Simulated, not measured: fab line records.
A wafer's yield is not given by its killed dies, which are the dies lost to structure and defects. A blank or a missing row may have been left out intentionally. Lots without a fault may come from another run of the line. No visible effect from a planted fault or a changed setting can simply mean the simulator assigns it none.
Chamber matching -- flow n5 finfet -- N5_MOL_CONTACT_COAG_VIA_ETCH_46 on rie diel-03 has 4 sister chambers
The step etches SiO2 in C4F6/O2, target depth 46 nm, overetch 9.2 nm, time 40 s. 4 wafers are shown with their chamber, then 10 later ones without.

EACH WAFER AND ITS CHAMBER
wafer,chamber,rf vpp V (V)
L088.5,0,1590
L090.1,2,1620
L093.1,1,1618
L093.3,3,1570

WAFERS MISSING THEIR CHAMBER
wafer,rf vpp V (V)
L093.5,1619
L094.3,1619
L094.5,1621
L094.6,1569
L095.2,1620
L095.4,1589
L095.5,1589
L097.1,1621
L097.3,1617
L097.4,1589

EACH ONE'S CHAMBER
wafer,from the rows above,in truth
L093.5,can't be placed: 1 or 2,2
L094.3,can't be placed: 1 or 2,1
L094.5,2,2
L094.6,3,3
L095.2,2,2
L095.4,0,0
L095.5,0,0
L097.1,2,2
L097.3,1,1
L097.4,0,0
Correctly placed: 8 of 10. From these rows, 2 cannot be placed; in 2 the true chamber is one of the candidates. Placed wrongly: 0.
How it was worked out, from the rows above alone: a wafer's distance from a chamber is the root of the sum, over the readings, of the square of ((its reading less the chamber's mean) divided by the reading's scatter). The wafer belongs to the nearest chamber; if the next one is less than 2 further off, it can't be placed. The mean given for a chamber averages the wafers shown for that chamber. The scatter: with one shown wafer a chamber, the root of the mean of the squares of how far each hidden wafer lies from its nearest shown one.
